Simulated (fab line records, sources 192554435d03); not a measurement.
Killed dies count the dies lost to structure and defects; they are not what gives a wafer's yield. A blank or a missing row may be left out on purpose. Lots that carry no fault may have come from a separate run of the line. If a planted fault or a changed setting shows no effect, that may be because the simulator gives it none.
Matching of chambers    flow n5_finfet    rie_diel-01 running N5_BEOL_M3_STRIP_36: 4 sister chambers
The step strips in N2/H2. 18 wafers are shown with their chamber, then 9 later ones without.

## WAFERS WITH THEIR CHAMBER
wafer   chamber  showerhead_plenum_p_Torr (Torr)  drypump_motor_current_A (A)  throttle_valve_pct (%)
L074.2  2        2.40                             5.4                          23.7
L074.3  0        2.60                             5.6                          22.8
L074.5  2        2.40                             5.4                          23.7
L076.1  2        2.40                             5.4                          23.7
L076.2  0        2.59                             5.6                          22.9
L076.5  3        2.41                             6.0                          23.5
L077.3  3        2.41                             6.0                          23.5
L077.4  2        2.40                             5.5                          23.7
L077.6  0        2.59                             5.6                          22.9
L079.4  2        2.40                             5.5                          23.7
L079.5  2        2.40                             5.5                          23.7
L079.6  1        2.63                             5.5                          23.9
L080.2  3        2.41                             6.0                          23.6
L080.3  2        2.40                             5.4                          23.7
L080.4  1        2.63                             5.5                          23.9
L083.4  2        2.40                             5.4                          23.7
L083.5  2        2.40                             5.5                          23.7
L083.6  1        2.63                             5.5                          23.9

SIGNATURES, as means of the wafers listed above
reading                   chamber 0  chamber 1  chamber 2  chamber 3  scatter within a chamber
showerhead_plenum_p_Torr  2.5933     2.6300     2.4000     2.4100     0.00218
drypump_motor_current_A   5.600      5.500      5.444      6.000      0.0398
throttle_valve_pct        22.867     23.900     23.700     23.533     0.0309
Rule: a wafer lies at a distance from a chamber equal to the root of the sum of squares, over the readings, of (its reading less the chamber's mean, divided by the reading's scatter). If the next closest chamber is less than 2 further off than the closest, the wafer can't be placed; otherwise it belongs to the closest. The scatter: take each reading less its chamber's mean, square it, sum over the shown wafers, divide by the number of wafers less the number of chambers, and take the root.

## WAFERS MISSING THEIR CHAMBER
wafer   showerhead_plenum_p_Torr (Torr)  drypump_motor_current_A (A)  throttle_valve_pct (%)
L088.1  2.62                             5.5                          23.9
L088.2  2.39                             5.4                          23.7
L088.4  2.41                             6.0                          23.6
L089.2  2.62                             5.5                          24.0
L089.4  2.41                             6.1                          23.5
L089.5  2.62                             5.5                          23.9
L092.2  2.58                             5.7                          22.9
L092.4  2.39                             5.4                          23.7
L092.6  2.40                             6.1                          23.5

## THE CHAMBER EACH PASSED THROUGH
wafer   from the rows above  in truth
L088.1  1                    1
L088.2  2                    2
L088.4  3                    3
L089.2  1                    1
L089.4  3                    3
L089.5  1                    1
L092.2  0                    0
L092.4  2                    2
L092.6  3                    3
Correctly placed: 9 of 9. Left unplaced by these rows: 0. Placed wrongly: 0.
